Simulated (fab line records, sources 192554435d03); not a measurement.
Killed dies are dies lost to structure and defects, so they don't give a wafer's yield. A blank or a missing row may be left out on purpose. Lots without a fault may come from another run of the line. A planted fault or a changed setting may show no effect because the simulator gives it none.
Which tool did it? | flow n5_finfet | 24 lots, 72 wafers sampled, at 6 steps of a route of 1938

WHAT THE GAUGES READ, wafer by wafer
N5_BEOL_M2_THK_MEAS_53: measures by xrf. Usual: M2_THK 40.1 nm, standard deviation 1.3.
lot  | measured     | on            | M2_THK (nm)    | flag
L074 | day 7 00:20  | film_metro-01 | 39.8 39.6 40.1 |
L075 | day 7 04:01  | film_metro-01 | 38.0 39.6 39.5 |
L076 | day 7 14:21  | film_metro-01 | 39.7 40.4 40.6 |
L077 | day 7 13:56  | film_metro-01 | 41.1 39.9 40.7 |
L078 | day 8 05:23  | film_metro-02 | 40.8 41.0 39.5 |
L079 | day 8 06:06  | film_metro-02 | 40.0 40.5 41.2 |
L080 | day 8 14:28  | film_metro-01 | 37.6 37.9 37.4 |
L081 | day 8 16:02  | film_metro-01 | 41.4 40.2 39.9 |
L082 | day 9 01:02  | film_metro-01 | 38.4 38.3 37.8 |
L083 | day 9 09:05  | film_metro-01 | 40.6 40.0 39.8 |
L084 | day 9 11:19  | film_metro-01 | 41.3 42.9 41.5 |
L085 | day 9 14:01  | film_metro-02 | 40.4 41.4 40.1 |
L086 | day 10 02:05 | film_metro-01 | 39.9 41.5 39.3 |
L087 | day 10 20:05 | film_metro-02 | 39.7 40.2 40.7 |
L088 | day 11 00:07 | film_metro-02 | 38.4 39.3 39.9 |
L090 | day 11 04:38 | film_metro-02 | 42.2 43.8 43.9 |
L092 | day 11 11:17 | film_metro-02 | 39.1 38.8 42.4 |
L089 | day 11 11:58 | film_metro-01 | 39.9 41.0 40.7 |
L091 | day 11 13:27 | film_metro-01 | 39.8 40.0 41.2 |
L093 | day 11 19:46 | film_metro-02 | 40.9 40.8 41.1 |
L094 | day 12 03:11 | film_metro-02 | 39.7 40.8 39.4 |
L095 | day 12 10:17 | film_metro-01 | 37.9 40.8 39.2 |
L096 | day 12 19:10 | film_metro-01 | 39.9 42.0 41.9 |
L097 | day 13 01:38 | film_metro-01 | 40.7 41.3 39.5 |

WHICH TOOL RAN EACH LOT (tool, then ch and the chambers of the sampled wafers, then the start)
lot  | N5_BEOL_M2_TRENCH_ETCH_37                     | N5_BEOL_M2_STRIP_97                           | N5_BEOL_M2_SPUTTER_48        | N5_BEOL_M2_SPUTTER_81        | N5_BEOL_M2_ANNEAL_95
L074 | rie_diel-04 ch 0,2,3, day 6 21:44 or earlier  | rie_diel-04 ch 0,2,3, day 6 21:44 or earlier  | pvd_sputter-02, day 6 21:44  | pvd_sputter-02, day 6 22:11  | pvd_sputter-02, day 6 23:22
L075 | rie_diel-03 ch 2,3, day 7 01:25 or earlier    | rie_diel-03 ch 2,3, day 7 01:25 or earlier    | pvd_sputter-01, day 7 01:25  | pvd_sputter-01, day 7 01:51  | pvd_sputter-01, day 7 03:02
L076 | rie_diel-02 ch 0,1,3, day 7 05:10 or earlier  | rie_diel-02 ch 0,1,3, day 7 05:10 or earlier  | pvd_sputter-02, day 7 05:10  | pvd_sputter-02, day 7 05:37  | pvd_sputter-02, day 7 13:25
L077 | rie_diel-03 ch 2,3, day 7 11:22 or earlier    | rie_diel-03 ch 2,3, day 7 11:22 or earlier    | pvd_sputter-01, day 7 11:22  | pvd_sputter-01, day 7 11:49  | pvd_sputter-01, day 7 12:59
L078 | rie_diel-03 ch 0,1, day 8 02:38 or earlier    | rie_diel-03 ch 0,1, day 8 02:38 or earlier    | pvd_sputter-03, day 8 02:38  | pvd_sputter-03, day 8 03:04  | pvd_sputter-03, day 8 04:15
L079 | rie_diel-04 ch 1,2,3, day 8 03:33 or earlier  | rie_diel-04 ch 1,2,3, day 8 03:33 or earlier  | pvd_sputter-01, day 8 03:33  | pvd_sputter-01, day 8 03:59  | pvd_sputter-01, day 8 05:10
L080 | rie_diel-04 ch 0,3, day 8 11:24 or earlier    | rie_diel-04 ch 0,3, day 8 11:24 or earlier    | pvd_sputter-01, day 8 11:24  | pvd_sputter-01, day 8 11:50  | pvd_sputter-01, day 8 13:01
L081 | rie_diel-02 ch 0,1,2, day 8 13:19 or earlier  | rie_diel-02 ch 0,1,2, day 8 13:19 or earlier  | pvd_sputter-01, day 8 13:19  | pvd_sputter-01, day 8 13:46  | pvd_sputter-01, day 8 14:56
L082 | rie_diel-02 ch 0,1,3, day 8 22:13 or earlier  | rie_diel-02 ch 0,1,3, day 8 22:13 or earlier  | pvd_sputter-03, day 8 22:13  | pvd_sputter-03, day 8 22:40  | pvd_sputter-03, day 8 23:50
L083 | rie_diel-04 ch 1,2, day 9 06:18 or earlier    | rie_diel-04 ch 1,2, day 9 06:18 or earlier    | pvd_sputter-03, day 9 06:18  | pvd_sputter-03, day 9 06:44  | pvd_sputter-03, day 9 07:55
L084 | rie_diel-02 ch 0,1,2, day 9 08:29 or earlier  | rie_diel-02 ch 0,1,2, day 9 08:29 or earlier  | pvd_sputter-03, day 9 08:29  | pvd_sputter-03, day 9 08:55  | pvd_sputter-03, day 9 10:06
L085 | rie_diel-04 ch 0,2,3, day 9 11:04 or earlier  | rie_diel-04 ch 0,2,3, day 9 11:04 or earlier  | pvd_sputter-01, day 9 11:04  | pvd_sputter-01, day 9 11:30  | pvd_sputter-01, day 9 12:41
L086 | rie_diel-04 ch 0,3, day 9 23:32 or earlier    | rie_diel-04 ch 0,3, day 9 23:32 or earlier    | pvd_sputter-02, day 9 23:32  | pvd_sputter-02, day 9 23:59  | pvd_sputter-02, day 10 01:10
L087 | rie_diel-04 ch 0,1,3, day 10 17:32 or earlier | rie_diel-04 ch 0,1,3, day 10 17:32 or earlier | pvd_sputter-01, day 10 17:32 | pvd_sputter-01, day 10 17:58 | pvd_sputter-01, day 10 19:09
L088 | rie_diel-04 ch 0,1,3, day 10 21:27 or earlier | rie_diel-04 ch 0,1,3, day 10 21:27 or earlier | pvd_sputter-02, day 10 21:27 | pvd_sputter-02, day 10 21:53 | pvd_sputter-02, day 10 23:04
L090 | rie_diel-03 ch 0,2,3, day 11 02:05 or earlier | rie_diel-03 ch 0,2,3, day 11 02:05 or earlier | pvd_sputter-03, day 11 02:05 | pvd_sputter-03, day 11 02:32 | pvd_sputter-03, day 11 03:43
L092 | rie_diel-02 ch 0,1,2, day 11 08:44 or earlier | rie_diel-02 ch 0,1,2, day 11 08:44 or earlier | pvd_sputter-03, day 11 08:44 | pvd_sputter-03, day 11 09:11 | pvd_sputter-03, day 11 10:22
L089 | rie_diel-02 ch 0,1,2, day 11 09:20 or earlier | rie_diel-02 ch 0,1,2, day 11 09:20 or earlier | pvd_sputter-02, day 11 09:20 | pvd_sputter-02, day 11 09:46 | pvd_sputter-02, day 11 10:57
L091 | rie_diel-02 ch 0,2,3, day 11 10:54 or earlier | rie_diel-02 ch 0,2,3, day 11 10:54 or earlier | pvd_sputter-01, day 11 10:54 | pvd_sputter-01, day 11 11:20 | pvd_sputter-01, day 11 12:31
L093 | rie_diel-03 ch 1,2, day 11 17:13 or earlier   | rie_diel-03 ch 1,2, day 11 17:13 or earlier   | pvd_sputter-01, day 11 17:13 | pvd_sputter-01, day 11 17:39 | pvd_sputter-01, day 11 18:50
L094 | rie_diel-02 ch 2,3, day 12 00:38 or earlier   | rie_diel-02 ch 2,3, day 12 00:38 or earlier   | pvd_sputter-01, day 12 00:38 | pvd_sputter-01, day 12 01:04 | pvd_sputter-01, day 12 02:15
L095 | rie_diel-04 ch 1,2,3, day 12 07:44 or earlier | rie_diel-04 ch 1,2,3, day 12 07:44 or earlier | pvd_sputter-01, day 12 07:44 | pvd_sputter-01, day 12 08:10 | pvd_sputter-01, day 12 09:21
L096 | rie_diel-02 ch 0,1, day 12 16:37 or earlier   | rie_diel-02 ch 0,1, day 12 16:37 or earlier   | pvd_sputter-01, day 12 16:37 | pvd_sputter-01, day 12 17:04 | pvd_sputter-01, day 12 18:14
L097 | rie_diel-03 ch 0,2,3, day 12 23:05 or earlier | rie_diel-03 ch 0,2,3, day 12 23:05 or earlier | pvd_sputter-03, day 12 23:05 | pvd_sputter-03, day 12 23:32 | pvd_sputter-03, day 13 00:43
- N5_BEOL_M2_TRENCH_ETCH_37: etches SiOC in C4F6/O2, target depth 55.555 nm, time 29.2 s.
- N5_BEOL_M2_STRIP_97: strips in N2/H2, time 10 s.
- N5_BEOL_M2_SPUTTER_48: material Cu, target thk 4.5 nm, time 8.29 s.
- N5_BEOL_M2_SPUTTER_81: material Cu, target thk 4.5 nm, time 8.29 s.
- N5_BEOL_M2_ANNEAL_95: time 240 s.

WHAT THE TOOLS THEMSELVES READ (means of the sampled wafers that have a number; where no wafer has one, the mark that the record gives instead)
N5_BEOL_M2_TRENCH_ETCH_37. Usual: O2_flow_sccm 9.997 sccm, standard deviation 0.03; drypump_motor_current_A 5.8 A, standard deviation 0.37; oes_product_au 0.81 a.u., standard deviation 0.091; rf_vpp_V 669 V, standard deviation 18; showerhead_plenum_p_Torr 2.88 Torr, standard deviation 0.1; throttle_valve_pct 20.78 %, standard deviation 0.16.
lot  | tool        | O2_flow_sccm (sccm) | drypump_motor_current_A (A) | oes_product_au (a.u.) | rf_vpp_V (V) | showerhead_plenum_p_Torr (Torr) | throttle_valve_pct (%) | flag
L074 | rie_diel-04 | 9.966               | 5.8                         | 0.83                  | 661          | 2.88                            | 20.79                  |
L075 | rie_diel-03 | 9.978               | 5.7                         | 0.81                  | 683          | 2.86                            | 20.88                  |
L076 | rie_diel-02 | 10.018              | 5.9                         | 0.77                  | 674          | 2.85                            | 20.72                  |
L077 | rie_diel-03 | 9.987               | 5.2                         | 0.75                  | 678          | 2.83                            | 21.03                  |
L078 | rie_diel-03 | 10.014              | 6.0                         | 0.96                  | 679          | 2.85                            | 20.79                  |
L079 | rie_diel-04 | 10.004              | 5.9                         | 0.77                  | 657          | 2.85                            | 20.82                  |
L080 | rie_diel-04 | 10.001              | 5.5                         | 0.86                  | 651          | 2.86                            | 20.62                  |
L081 | rie_diel-02 | 9.956               | 5.8                         | 0.78                  | 659          | 2.77                            | 20.83                  |
L082 | rie_diel-02 | 10.026              | 5.9                         | 0.76                  | 674          | 2.84                            | 20.74                  |
L083 | rie_diel-04 | 10.018              | 6.1                         | 0.71                  | 667          | 2.87                            | 21.01                  |
L084 | rie_diel-02 | 10.013              | 5.8                         | 0.77                  | 659          | 2.77                            | 20.83                  |
L085 | rie_diel-04 | 10.046              | 5.8                         | 0.81                  | 658          | 2.87                            | 20.81                  |
L086 | rie_diel-04 | 9.989               | 5.5                         | 0.84                  | 650          | 2.85                            | 20.64                  |
L087 | rie_diel-04 | 9.991               | 5.6                         | 0.80                  | 663          | 2.92                            | 20.73                  |
L088 | rie_diel-04 | 9.996               | 5.6                         | 0.80                  | 662          | 2.92                            | 20.73                  |
L090 | rie_diel-03 | 9.986               | 5.6                         | 0.89                  | 678          | 2.82                            | 20.78                  |
L092 | rie_diel-02 | 10.007              | 5.8                         | 0.85                  | 662          | 2.88                            | 20.75                  |
L089 | rie_diel-02 | 9.975               | 5.8                         | 0.84                  | 662          | 2.88                            | 20.75                  |
L091 | rie_diel-02 | 10.002              | 6.0                         | 0.75                  | 671          | 2.84                            | 20.79                  |
L093 | rie_diel-03 | 10.005              | 5.3                         | 0.90                  | 674          | 2.84                            | 20.84                  |
L094 | rie_diel-02 | 10.006              | 6.0                         | 0.71                  | 656          | 2.79                            | 20.86                  |
L095 | rie_diel-04 | 9.994               | 5.8                         | 0.83                  | 657          | 2.84                            | 20.75                  |
L096 | rie_diel-02 | 10.005              | 5.7                         | 0.90                  | 669          | 2.96                            | 20.62                  |
L097 | rie_diel-03 | 9.980               | 5.6                         | 0.85                  | 678          | 2.82                            | 20.78                  |

N5_BEOL_M2_STRIP_97. Usual: drypump_motor_current_A 5.8 A, standard deviation 0.37; oes_product_au 0.81 a.u., standard deviation 0.09; rf_vpp_V 59.2 V, standard deviation 0.87; showerhead_plenum_p_Torr 2.56 Torr, standard deviation 0.088; throttle_valve_pct 23.53 %, standard deviation 0.23.
lot  | tool        | drypump_motor_current_A (A) | oes_product_au (a.u.) | rf_vpp_V (V) | showerhead_plenum_p_Torr (Torr) | throttle_valve_pct (%) | flag
L074 | rie_diel-04 | 5.8                         | 0.84                  | 59.3         | 2.56                            | 23.45                  |
L075 | rie_diel-03 | 5.7                         | 0.81                  | 59.2         | 2.55                            | 23.55                  |
L076 | rie_diel-02 | 5.9                         | 0.77                  | 59.3         | 2.54                            | 23.43                  |
L077 | rie_diel-03 | 5.2                         | 0.74                  | 58.3         | 2.51                            | 23.62                  |
L078 | rie_diel-03 | 5.9                         | 0.97                  | 59.6         | 2.53                            | 23.79                  |
L079 | rie_diel-04 | 5.9                         | 0.77                  | 58.8         | 2.54                            | 23.63                  |
L080 | rie_diel-04 | 5.6                         | 0.85                  | 60.1         | 2.54                            | 23.40                  |
L081 | rie_diel-02 | 5.8                         | 0.77                  | 59.1         | 2.47                            | 23.61                  |
L082 | rie_diel-02 | 5.9                         | 0.76                  | 59.4         | 2.53                            | 23.44                  |
L083 | rie_diel-04 | 6.1                         | 0.72                  | 58.9         | 2.54                            | 23.72                  |
L084 | rie_diel-02 | 5.8                         | 0.76                  | 58.4         | 2.47                            | 23.61                  |
L085 | rie_diel-04 | 5.8                         | 0.80                  | 58.7         | 2.55                            | 23.48                  |
L086 | rie_diel-04 | 5.5                         | 0.83                  | 59.9         | 2.53                            | 23.40                  |
L087 | rie_diel-04 | 5.6                         | 0.80                  | 59.6         | 2.59                            | 23.47                  |
L088 | rie_diel-04 | 5.6                         | 0.80                  | 60.2         | 2.59                            | 23.47                  |
L090 | rie_diel-03 | 5.6                         | 0.88                  | 58.9         | 2.51                            | 23.54                  |
L092 | rie_diel-02 | 5.8                         | 0.85                  | 59.5         | 2.57                            | 23.53                  |
L089 | rie_diel-02 | 5.8                         | 0.84                  | 58.6         | 2.57                            | 23.54                  |
L091 | rie_diel-02 | 6.0                         | 0.76                  | 59.3         | 2.54                            | 23.63                  |
L093 | rie_diel-03 | 5.3                         | 0.88                  | 58.8         | 2.51                            | 23.44                  |
L094 | rie_diel-02 | 6.0                         | 0.71                  | 58.5         | 2.49                            | 23.74                  |
L095 | rie_diel-04 | 5.8                         | 0.83                  | 58.9         | 2.52                            | 23.55                  |
L096 | rie_diel-02 | 5.7                         | 0.89                  | 59.6         | 2.65                            | 23.28                  |
L097 | rie_diel-03 | 5.6                         | 0.85                  | 59.2         | 2.50                            | 23.56                  |

N5_BEOL_M2_SPUTTER_48. Usual: throttle_valve_pct 29.6 %, standard deviation 1.
lot  | tool           | throttle_valve_pct (%) | flag
L074 | pvd_sputter-02 | 29.6                   |
L075 | pvd_sputter-01 | 29.6                   |
L076 | pvd_sputter-02 | 29.7                   |
L077 | pvd_sputter-01 | 28.8                   |
L078 | pvd_sputter-03 | 30.2                   |
L079 | pvd_sputter-01 | 29.8                   |
L080 | pvd_sputter-01 | 29.0                   |
L081 | pvd_sputter-01 | 29.0                   |
L082 | pvd_sputter-03 | 30.0                   |
L083 | pvd_sputter-03 | 30.3                   |
L084 | pvd_sputter-03 | 29.6                   |
L085 | pvd_sputter-01 | 29.7                   |
L086 | pvd_sputter-02 | 29.9                   |
L087 | pvd_sputter-01 | 28.8                   |
L088 | pvd_sputter-02 | 29.4                   |
L090 | pvd_sputter-03 | 29.8                   |
L092 | pvd_sputter-03 | 29.6                   |
L089 | pvd_sputter-02 | 29.8                   |
L091 | pvd_sputter-01 | 29.6                   |
L093 | pvd_sputter-01 | 29.6                   |
L094 | pvd_sputter-01 | 29.6                   |
L095 | pvd_sputter-01 | 29.4                   |
L096 | pvd_sputter-01 | 29.4                   |
L097 | pvd_sputter-03 | 29.0                   |

N5_BEOL_M2_SPUTTER_81. Usual: throttle_valve_pct 29.6 %, standard deviation 1.1.
lot  | tool           | throttle_valve_pct (%) | flag
L074 | pvd_sputter-02 | 29.4                   |
L075 | pvd_sputter-01 | 29.5                   |
L076 | pvd_sputter-02 | 29.8                   |
L077 | pvd_sputter-01 | 29.0                   |
L078 | pvd_sputter-03 | 30.3                   |
L079 | pvd_sputter-01 | 29.5                   |
L080 | pvd_sputter-01 | 28.8                   |
L081 | pvd_sputter-01 | 29.1                   |
L082 | pvd_sputter-03 | 30.0                   |
L083 | pvd_sputter-03 | 30.4                   |
L084 | pvd_sputter-03 | 29.8                   |
L085 | pvd_sputter-01 | 29.6                   |
L086 | pvd_sputter-02 | 30.0                   |
L087 | pvd_sputter-01 | 28.9                   |
L088 | pvd_sputter-02 | 29.6                   |
L090 | pvd_sputter-03 | 29.8                   |
L092 | pvd_sputter-03 | 29.7                   |
L089 | pvd_sputter-02 | 29.7                   |
L091 | pvd_sputter-01 | 29.8                   |
L093 | pvd_sputter-01 | 29.7                   |
L094 | pvd_sputter-01 | 29.4                   |
L095 | pvd_sputter-01 | 29.6                   |
L096 | pvd_sputter-01 | 29.5                   |
L097 | pvd_sputter-03 | 28.9                   |

N5_BEOL_M2_ANNEAL_95. Usual: heater_power_w 825 W, standard deviation 83.
lot  | tool           | heater_power_w (W) | flag
L074 | pvd_sputter-02 | 783                |
L075 | pvd_sputter-01 | 832                |
L076 | pvd_sputter-02 | 820                |
L077 | pvd_sputter-01 | 818                |
L078 | pvd_sputter-03 | 777                |
L079 | pvd_sputter-01 | 823                |
L080 | pvd_sputter-01 | 771                |
L081 | pvd_sputter-01 | 784                |
L082 | pvd_sputter-03 | 960                |
L083 | pvd_sputter-03 | 774                |
L084 | pvd_sputter-03 | 886                |
L085 | pvd_sputter-01 | 812                |
L086 | pvd_sputter-02 | 819                |
L087 | pvd_sputter-01 | 814                |
L088 | pvd_sputter-02 | 782                |
L090 | pvd_sputter-03 | 855                |
L092 | pvd_sputter-03 | 878                |
L089 | pvd_sputter-02 | 789                |
L091 | pvd_sputter-01 | 798                |
L093 | pvd_sputter-01 | 819                |
L094 | pvd_sputter-01 | 812                |
L095 | pvd_sputter-01 | 822                |
L096 | pvd_sputter-01 | 837                |
L097 | pvd_sputter-03 | 968                |

THE ANSWER, worked out from the rows above alone
Rule: a lot is off if the mean of its wafers that have a number lies more than 3 standard deviations from the usual mean. A lot without any number at a reading at which 4 lots or more have one is off too. The other lots that the step has rows for count as sound. The gauges are gone through in route order, then the tools' own readings, and for those a lot's mean is taken as printed above. The first step at which some lot is off is used, and at that step the reading that is off furthest; a lot without a number counts as furthest.
No lot is off at any reading shown: from this, nothing can be told.

WHAT THE SIMULATOR HAD PUT IN
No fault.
